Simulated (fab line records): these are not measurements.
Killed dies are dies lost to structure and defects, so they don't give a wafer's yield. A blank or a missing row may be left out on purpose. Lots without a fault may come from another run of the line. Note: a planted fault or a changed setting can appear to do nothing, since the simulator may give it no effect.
The tool behind it: which one? | flow nand harc | 36 wafers from 12 lots sampled at 5 of the route's 1159 steps

## WHAT THE GAUGES SHOWED, per wafer
NHARC_END_SORT_01. Usual: killed at array 28, standard deviation 11; killed at other 0.7, standard deviation 1.1; killed at periphery 2.9, standard deviation 2; killed dies 32, standard deviation 11; killed open 3.2, standard deviation 1.8; killed short 2.0, standard deviation 1.4.
lot  | measured     | on        | killed at array | killed at other | killed at periphery | killed dies | killed open | killed short | flag
L993 | day 23 09:13 | prober-01 | 41              | 1               | 3                   | 45          | 5           | 1            |
L995 | day 23 19:53 | prober-01 | 12 17 20        | 1 2 0           | 3 0 5               | 16 19 25    | 2 1 6       | 1 5 1        |

## TOOL THAT RAN EACH LOT (tool first, then ch and the chambers of the sampled wafers, then the start)
lot  | NHARC_P_STI_ETCH_31                           | NHARC_P_GATE_HM_OPEN_105                      | NHARC_P_GATE_COAT_40              | NHARC_P_GATE_STRIP_75
L979 | rie diel-10 ch 1,3, day 5 22:01 or earlier    | rie diel-06 ch 1,2,3, day 5 22:01 or earlier  | litho track-02 ch 0, day 5 22:01  | plasma asher-01 ch 0, day 5 23:23
L983 | rie diel-02 ch 0,2, day 7 02:15 or earlier    | rie diel-08 ch 0,1, day 7 02:15 or earlier    | litho track-05 ch 0, day 7 02:15  | plasma asher-02 ch 0,1, day 7 03:53
L986 | rie diel-10 ch 0,1,2, day 7 14:38 or earlier  | rie diel-08 ch 0,2,3, day 7 14:38 or earlier  | litho track-05, day 7 14:38       | plasma asher-01 ch 0,1, day 7 15:56
L985 | rie diel-02 ch 0,2,3, day 7 13:55 or earlier  | rie diel-06 ch 1,2,3, day 7 13:55 or earlier  | litho track-05, day 7 13:55       | plasma asher-02 ch 0,1, day 7 15:25
L990 | rie diel-10 ch 1,2, day 8 09:41 or earlier    | rie diel-06 ch 0,2, day 8 09:41 or earlier    | litho track-03 ch 0, day 8 09:41  | plasma asher-02 ch 0,1, day 8 10:56
L993 | rie diel-09 ch 1,2,3, day 9 08:22 or earlier  | rie diel-08 ch 2,3, day 9 08:22 or earlier    | litho track-03 ch 0, day 9 08:22  | plasma asher-01 ch 0,1, day 9 09:38
L992 | rie diel-10 ch 0,1,3, day 9 09:02 or earlier  | rie diel-06 ch 0,2, day 9 09:02 or earlier    | litho track-05 ch 0, day 9 09:02  | plasma asher-01 ch 0,1, day 9 10:20
L995 | rie diel-02 ch 1,2,3, day 9 19:37 or earlier  | rie diel-04 ch 2,3, day 9 19:37 or earlier    | litho track-05 ch 0, day 9 19:37  | plasma asher-02 ch 0,1, day 9 21:40
L996 | rie diel-09 ch 2,3, day 10 03:37 or earlier   | rie diel-08 ch 1,2, day 10 03:37 or earlier   | litho track-05 ch 0, day 10 03:37 | plasma asher-02 ch 0,1, day 10 04:52
L997 | rie diel-09 ch 0,1, day 10 18:34 or earlier   | rie diel-08 ch 2,3, day 10 18:34 or earlier   | litho track-05 ch 0, day 10 18:34 | plasma asher-01 ch 0,1, day 10 19:52
L998 | rie diel-10 ch 0,1,3, day 11 02:39 or earlier | rie diel-08 ch 1,2,3, day 11 02:39 or earlier | litho track-02 ch 0, day 11 02:39 | plasma asher-01 ch 0,1, day 11 03:54
L999 | rie diel-09 ch 0,1,2, day 10 18:22 or earlier | rie diel-06 ch 0,3, day 10 18:22 or earlier   | litho track-03 ch 0, day 10 18:22 | plasma asher-01 ch 0,1, day 10 19:29
- NHARC_P_STI_ETCH_31: etches the open film in CF4/CHF3, target depth 108.9 nm, time 54.5 s.
- NHARC_P_GATE_HM_OPEN_105: chemistry O2/COS, target depth 360 nm.
- NHARC_P_GATE_COAT_40
- NHARC_P_GATE_STRIP_75: strips in O2.

## WHAT THE TOOLS THEMSELVES READ (means of the sampled wafers that have a number; where no wafer has one, the mark that the record gives instead)
NHARC_P_STI_ETCH_31. Usual: drypump motor current A 5.9 A, standard deviation 0.31; oes product au 0.962 a.u., standard deviation 0.015; rf vpp V 371.0 V, standard deviation 2.4; showerhead plenum p Torr 1.59 Torr, standard deviation 0.068; throttle valve pct 16.802 %, standard deviation 0.0094.
lot  | tool        | drypump motor current A (A) | oes product au (a.u.) | rf vpp V (V) | showerhead plenum p Torr (Torr) | throttle valve pct (%) | flag
L979 | rie diel-10 | 5.9                         | 0.963                 | 373.7        | 1.66                            | 16.807                 |
L983 | rie diel-02 | 5.6                         | 0.971                 | 372.4        | 1.63                            | 16.806                 |
L986 | rie diel-10 | 5.9                         | 0.965                 | 369.9        | 1.59                            | 16.800                 |
L985 | rie diel-02 | 5.7                         | 0.969                 | 372.8        | 1.65                            | 16.812                 |
L990 | rie diel-10 | 5.9                         | 0.974                 | 370.1        | 1.57                            | 16.795                 |
L993 | rie diel-09 | 5.7                         | 0.965                 | 369.8        | 1.55                            | 16.811                 |
L992 | rie diel-10 | 6.0                         | 0.953                 | 372.8        | 1.62                            | 16.797                 |
L995 | rie diel-02 | 5.8                         | 0.963                 | 370.8        | 1.60                            | 16.790                 |
L996 | rie diel-09 | 5.8                         | 0.955                 | 368.6        | 1.54                            | 16.803                 |
L997 | rie diel-09 | 5.7                         | 0.959                 | 370.9        | 1.58                            | 16.799                 |
L998 | rie diel-10 | 6.0                         | 0.971                 | 372.2        | 1.62                            | 16.811                 |
L999 | rie diel-09 | 5.7                         | 0.962                 | 370.6        | 1.57                            | 16.802                 |

NHARC_P_GATE_HM_OPEN_105. Usual: cos flow sccm 20.00 sccm, standard deviation 0.055; drypump motor current A 5.8 A, standard deviation 0.42; oes product au 1.000 a.u., standard deviation 0.013; rf vpp V 466.8 V, standard deviation 2.9; showerhead plenum p Torr 3.11 Torr, standard deviation 0.14; throttle valve pct 28.329 %, standard deviation 0.0089.
lot  | tool        | cos flow sccm (sccm) | drypump motor current A (A) | oes product au (a.u.) | rf vpp V (V) | showerhead plenum p Torr (Torr) | throttle valve pct (%) | flag
L979 | rie diel-06 | 20.00                | 5.9                         | 1.005                 | 466.7        | 3.07                            | 28.323                 |
L983 | rie diel-08 | 19.99                | 6.3                         | 1.004                 | 466.0        | 3.05                            | 28.325                 |
L986 | rie diel-08 | 20.02                | 5.8                         | 0.994                 | 466.7        | 3.12                            | 28.333                 |
L985 | rie diel-06 | 19.99                | 5.9                         | 1.008                 | 466.2        | 3.07                            | 28.338                 |
L990 | rie diel-06 | 19.99                | 5.7                         | 0.999                 | 463.0        | 2.96                            | 28.330                 |
L993 | rie diel-08 | 20.01                | 5.3                         | 0.999                 | 468.4        | 3.21                            | 28.330                 |
L992 | rie diel-06 | 20.05                | 5.7                         | 0.995                 | 464.2        | 2.96                            | 28.333                 |
L995 | rie diel-04 | 19.98                | 5.7                         | 0.986                 | 470.0        | 3.32                            | 28.336                 |
L996 | rie diel-08 | 19.96                | 5.7                         | 0.989                 | 467.6        | 3.15                            | 28.335                 |
L997 | rie diel-08 | 20.00                | 5.3                         | 0.998                 | 468.9        | 3.20                            | 28.329                 |
L998 | rie diel-08 | 20.02                | 5.8                         | 0.992                 | 466.6        | 3.12                            | 28.331                 |
L999 | rie diel-06 | 20.02                | 5.7                         | 1.012                 | 467.1        | 3.14                            | 28.333                 |

NHARC_P_GATE_COAT_40. Usual: chill plate temp C 22.99 C, standard deviation 0.11; exhaust pa 45.1 Pa, standard deviation 0.82.
lot  | tool           | chill plate temp C (C) | exhaust pa (Pa) | flag
L979 | litho track-02 | 23.07                  | 43.3            |
L983 | litho track-05 | 23.13                  | 45.5            |
L986 | litho track-05 | -                      | -               | OFF
L985 | litho track-05 | -                      | -               | OFF
L990 | litho track-03 | 23.03                  | 44.2            |
L993 | litho track-03 | 22.93                  | 45.7            |
L992 | litho track-05 | 22.88                  | 45.9            |
L995 | litho track-05 | 23.11                  | 44.1            |
L996 | litho track-05 | 22.88                  | 45.3            |
L997 | litho track-05 | 22.88                  | 46.2            |
L998 | litho track-02 | 23.04                  | 45.4            |
L999 | litho track-03 | 22.96                  | 45.3            |

NHARC_P_GATE_STRIP_75. Usual: drypump motor current A 5.76 A, standard deviation 0.041; heater power w 336 W, standard deviation 26.
lot  | tool            | drypump motor current A (A) | heater power w (W) | flag
L979 | plasma asher-01 | 5.71                        | 361                |
L983 | plasma asher-02 | 5.74                        | 333                |
L986 | plasma asher-01 | 5.75                        | 337                |
L985 | plasma asher-02 | 5.78                        | 337                |
L990 | plasma asher-02 | 5.76                        | 337                |
L993 | plasma asher-01 | 5.73                        | 346                |
L992 | plasma asher-01 | 5.73                        | 337                |
L995 | plasma asher-02 | 5.77                        | 338                |
L996 | plasma asher-02 | 5.79                        | 314                |
L997 | plasma asher-01 | 5.74                        | 354                |
L998 | plasma asher-01 | 5.76                        | 338                |
L999 | plasma asher-01 | 5.74                        | 347                |

## THE ANSWER, worked out from the rows above alone
Rule: lot off if the mean of its wafers having a number is beyond 3 standard deviations from the usual mean. A lot without any number at a reading at which 4 lots or more have one is off too. Any other lot the step has rows for is counted as sound. Order of review: gauges by route order, followed by the tools' own readings, for which a lot's mean as printed above is used. At the first step where some lot is off, the reading lying furthest off is the one used; lots without a number count as furthest.
Off, at NHARC_P_GATE_COAT_40 on chill plate temp C: L986, L985. Without a number there: L986, L985.
A tool fits if, at that step or a process step before it, it ran every lot that is off, and no sound lot after the first of them. With no start given for some of its lots, NHARC_P_STI_ETCH_31 uses the hours and lot order of NHARC_P_GATE_COAT_40. With no start given for some of its lots, NHARC_P_GATE_HM_OPEN_105 uses the hours and lot order of NHARC_P_GATE_COAT_40. No candidate that was tried fits.

## WHAT HAD BEEN PUT IN BY THE SIMULATOR
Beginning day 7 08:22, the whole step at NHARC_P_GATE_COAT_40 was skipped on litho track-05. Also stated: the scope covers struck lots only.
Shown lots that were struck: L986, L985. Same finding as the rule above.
